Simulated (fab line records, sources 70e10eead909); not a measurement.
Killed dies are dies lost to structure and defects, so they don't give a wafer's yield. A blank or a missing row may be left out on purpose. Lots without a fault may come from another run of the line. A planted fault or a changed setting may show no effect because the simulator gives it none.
A struck lot beside a sound one | flow nand_harc | 13 steps out of a route of 1302
Sound: wafers L116.3, L116.4, L116.5. Struck: wafer L125.1. (L125.4, L125.5 of the same lot were not struck and are left out.) The cause comes at the end.
At each step with rows: each side's tool, then ch and its chambers, then its first start. Under that, the readings that differ: sound wafers | struck wafers | difference of the means | sigmas: that difference in standard deviations of wafers without a fault.
alike: readings whose means differ by less than 2 such deviations, and words and numbers that are the same on both sides. not compared: withheld readings, readings that some wafer has no value for, bounds like >300 that may hide the same value, and numbers for which the record gives no deviation and whose values overlap.
The two part at a step that has a row with sigmas, a row that says differs or no value, or rows on one side only. Numbers that don't overlap but have no deviation are shown without sigmas and don't part them. A reading that every wafer of one side lacks parts them only if that side has two wafers or more.

first, 7 steps without rows for these wafers: NHARC_A_STAIRCASE_SOFTBAKE_212 (time 170 s); NHARC_A_STAIRCASE_EBR_213; NHARC_A_STAIRCASE_EXPOSE_214 (exposes mask STAIR 3); NHARC_A_STAIRCASE_PEB_215 (peb time 130 s); NHARC_A_STAIRCASE_DEVELOP_216 (time 140 s); NHARC_A_STAIRCASE_HARDBAKE_218 (time 140 s); NHARC_A_STAIRCASE_DESCUM_219 (chemistry O2, time 3 s).
NHARC_A_STAIRCASE_TRIM_220: chemistry O2, time 211.2 s.
  sound on rie_diel-03 ch 1,3, day 17 11:40; struck on rie_diel-03 ch 3, day 20 18:47
  alike: drypump_motor_current_A, mfc_ar_sccm, oes_product_au, rf_vpp_V, showerhead_plenum_p_Torr, throttle_valve_pct
  not compared: rf_hours_counter_h
NHARC_A_STAIRCASE_ETCH_221: etches the open film in C4F8/O2, target depth 100 nm, time 40.5 s.
  sound on rie_diel-03 ch 1,2; struck on rie_diel-03 ch 1
  alike: bias_w, oes_product_au, rf_vpp_V
  not compared: rf_hours_counter_h
NHARC_A_STAIRCASE_TRIM_222: chemistry O2, time 211.2 s.
  sound on rie_diel-03 ch 1,2,3; struck on rie_diel-03 ch 3
  alike: drypump_motor_current_A, mfc_ar_sccm, oes_product_au, rf_vpp_V, showerhead_plenum_p_Torr, throttle_valve_pct
  not compared: rf_hours_counter_h
NHARC_A_STAIRCASE_ETCH_223: etches the open film in C4F8/O2, target depth 100 nm, time 40.5 s.
  sound on rie_diel-03 ch 0,2,3; struck on rie_diel-03 ch 3
  alike: bias_w, oes_product_au, rf_vpp_V
  not compared: rf_hours_counter_h
NHARC_A_STAIRCASE_TRIM_224: chemistry O2, time 211.2 s.
  sound on rie_diel-03 ch 2,3, day 17 12:08; struck on rie_diel-03 ch 0, day 20 19:28
  reading               | sound             | struck | difference | sigmas
  mfc_ar_sccm (sccm)    | 0 0 0             | 0.044  | +0.044     | +3
  oes_product_au (a.u.) | 0.989 1.007 1.004 | 1.192  | +0.192     | +27
  rf_vpp_V (V)          | 57.7 58.5 58.7    | 56.2   | -2.1       | -2
  alike: drypump_motor_current_A, showerhead_plenum_p_Torr, throttle_valve_pct
  not compared: rf_hours_counter_h
NHARC_A_STAIRCASE_ETCH_225: etches the open film in C4F8/O2, target depth 100 nm, time 40.5 s.
  sound on rie_diel-03 ch 2,3; struck on rie_diel-03 ch 1
  reading    | sound                | struck | difference | sigmas
  bias_w (W) | 1003.3 1001.5 1000.1 | 994.8  | -6.8       | -2
  alike: oes_product_au, rf_vpp_V
  not compared: rf_hours_counter_h

WHERE THEY PART
First at NHARC_A_STAIRCASE_TRIM_224; last, within this record, at NHARC_A_STAIRCASE_ETCH_225.

WHY: what the simulator had put in
Process parameter drift: rie_diel-03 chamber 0, from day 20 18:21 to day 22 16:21, at NHARC_A_STAIRCASE_TRIM_224. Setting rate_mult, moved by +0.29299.
